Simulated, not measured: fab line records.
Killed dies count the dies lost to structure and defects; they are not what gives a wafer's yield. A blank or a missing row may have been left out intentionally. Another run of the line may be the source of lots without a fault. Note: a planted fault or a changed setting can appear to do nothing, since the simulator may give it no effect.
Split-lot experiment / flow n5_finfet / 21 wafers read across 7 lots, on a route 1938 steps long

## ABOUT THE SPLIT
At N5_BEOL_M9_EXPOSE_25 (exposes mask V8), the setting dose_mj was moved away from the recipe's 37.25 on 4 of the 21 wafers read, by -5.6% to +5.9%. For the rest of the wafers, this setting stayed at what the recipe calls for.

## FROM THE SPLIT TO THE READING: what the file shows between them, 2 steps
- N5_BEOL_M9_PEB_26: peb time 60 s
- N5_BEOL_M9_DEVELOP_27: develop time 30 s

## THE READING
At N5_BEOL_M9_CD_MEAS_28: cd_nm in nanometres, against a target cd of 70 nm. Typical for fault-free wafers on this fab line: 70.06 nm, with standard deviation 0.26 nm.

wafer=L077.1; tool, chamber at the split=euv_scanner-01, 0; dose_mj as run=35.17; against the recipe=-5.6%; cd_nm, nm=68.41; against lot-mates on the recipe=-2.06
wafer=L077.4; tool, chamber at the split=euv_scanner-01, 0; dose_mj as run=37.25; against the recipe=recipe; cd_nm, nm=70.32; against lot-mates on the recipe=-
wafer=L077.6; tool, chamber at the split=euv_scanner-01, 0; dose_mj as run=37.25; against the recipe=recipe; cd_nm, nm=70.61; against lot-mates on the recipe=-
wafer=L079.3; tool, chamber at the split=euv_scanner-01, 0; dose_mj as run=37.25; against the recipe=recipe; cd_nm, nm=70.04; against lot-mates on the recipe=-
wafer=L079.5; tool, chamber at the split=euv_scanner-01, 0; dose_mj as run=37.25; against the recipe=recipe; cd_nm, nm=70.31; against lot-mates on the recipe=-
wafer=L079.6; tool, chamber at the split=euv_scanner-01, 0; dose_mj as run=37.25; against the recipe=recipe; cd_nm, nm=70.38; against lot-mates on the recipe=-
wafer=L080.2; tool, chamber at the split=euv_scanner-01, 0; dose_mj as run=37.25; against the recipe=recipe; cd_nm, nm=70.05; against lot-mates on the recipe=-
wafer=L080.3; tool, chamber at the split=euv_scanner-01, 0; dose_mj as run=37.25; against the recipe=recipe; cd_nm, nm=70.24; against lot-mates on the recipe=-
wafer=L080.4; tool, chamber at the split=euv_scanner-01, 0; dose_mj as run=37.25; against the recipe=recipe; cd_nm, nm=70.36; against lot-mates on the recipe=-
wafer=L083.3; tool, chamber at the split=euv_scanner-01, 0; dose_mj as run=37.25; against the recipe=recipe; cd_nm, nm=70.16; against lot-mates on the recipe=-
wafer=L083.4; tool, chamber at the split=euv_scanner-01, 0; dose_mj as run=37.25; against the recipe=recipe; cd_nm, nm=69.79; against lot-mates on the recipe=-
wafer=L083.5; tool, chamber at the split=euv_scanner-01, 0; dose_mj as run=38.24; against the recipe=+2.7%; cd_nm, nm=70.63; against lot-mates on the recipe=+0.66
wafer=L085.1; tool, chamber at the split=euv_scanner-02, 0; dose_mj as run=35.39; against the recipe=-5.0%; cd_nm, nm=68.82; against lot-mates on the recipe=-1.67
wafer=L085.5; tool, chamber at the split=euv_scanner-02, 0; dose_mj as run=37.25; against the recipe=recipe; cd_nm, nm=70.57; against lot-mates on the recipe=-
wafer=L085.6; tool, chamber at the split=euv_scanner-02, 0; dose_mj as run=37.25; against the recipe=recipe; cd_nm, nm=70.41; against lot-mates on the recipe=-
wafer=L088.1; tool, chamber at the split=euv_scanner-02, 0; dose_mj as run=39.43; against the recipe=+5.9%; cd_nm, nm=71.40; against lot-mates on the recipe=+1.34
wafer=L088.5; tool, chamber at the split=euv_scanner-02, 0; dose_mj as run=37.25; against the recipe=recipe; cd_nm, nm=70.38; against lot-mates on the recipe=-
wafer=L088.6; tool, chamber at the split=euv_scanner-02, 0; dose_mj as run=37.25; against the recipe=recipe; cd_nm, nm=69.75; against lot-mates on the recipe=-
wafer=L090.1; tool, chamber at the split=euv_scanner-01, 0; dose_mj as run=37.25; against the recipe=recipe; cd_nm, nm=69.58; against lot-mates on the recipe=-
wafer=L090.3; tool, chamber at the split=euv_scanner-01, 0; dose_mj as run=37.25; against the recipe=recipe; cd_nm, nm=70.17; against lot-mates on the recipe=-
wafer=L090.4; tool, chamber at the split=euv_scanner-01, 0; dose_mj as run=37.25; against the recipe=recipe; cd_nm, nm=70.30; against lot-mates on the recipe=-

FIT RESULTS
A straight line over all 21 wafers: cd_nm changes by +0.256 nm for each +1% of dose_mj; r = +0.90; the points scatter about the line by 0.28 nm.
The same after taking each lot's own level away (the mean of its wafers on the recipe; 21 wafers): +0.3 nm for each +1%; r = +0.95; scatter 0.23 nm.
Per that fit: largest dose_mj move, reading shift of 1.8 nm.
The span of the lots' own levels, 69.975 to 70.490 nm, comes to 2.0 times the standard deviation stated above.
Thus the slope moves with the lot-to-lot level: the two fits are different.
Check: +1.96 nm against its lot-mates is what the line predicts for one of the wafers moved furthest among these (+5.9%) when that wafer is left out of the fit. Against them it came out at +1.34 nm.

## ADDITIONAL SPLITS CARRIED BY THESE WAFERS
Other splits were also applied to these wafers ahead of the reading. Each is held against what the fit with the lots' levels taken away leaves over:
other split on the same wafers=N5_BEOL_M8_ETCH_72 h2_flow_sccm; wafers away from the commonest value=7; r with cd_nm (lot level and that fit taken away)=+0.11

## FILE'S OWN FIT
cd_nm changes by +0.301 nm for each +1% of dose_mj, r = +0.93.
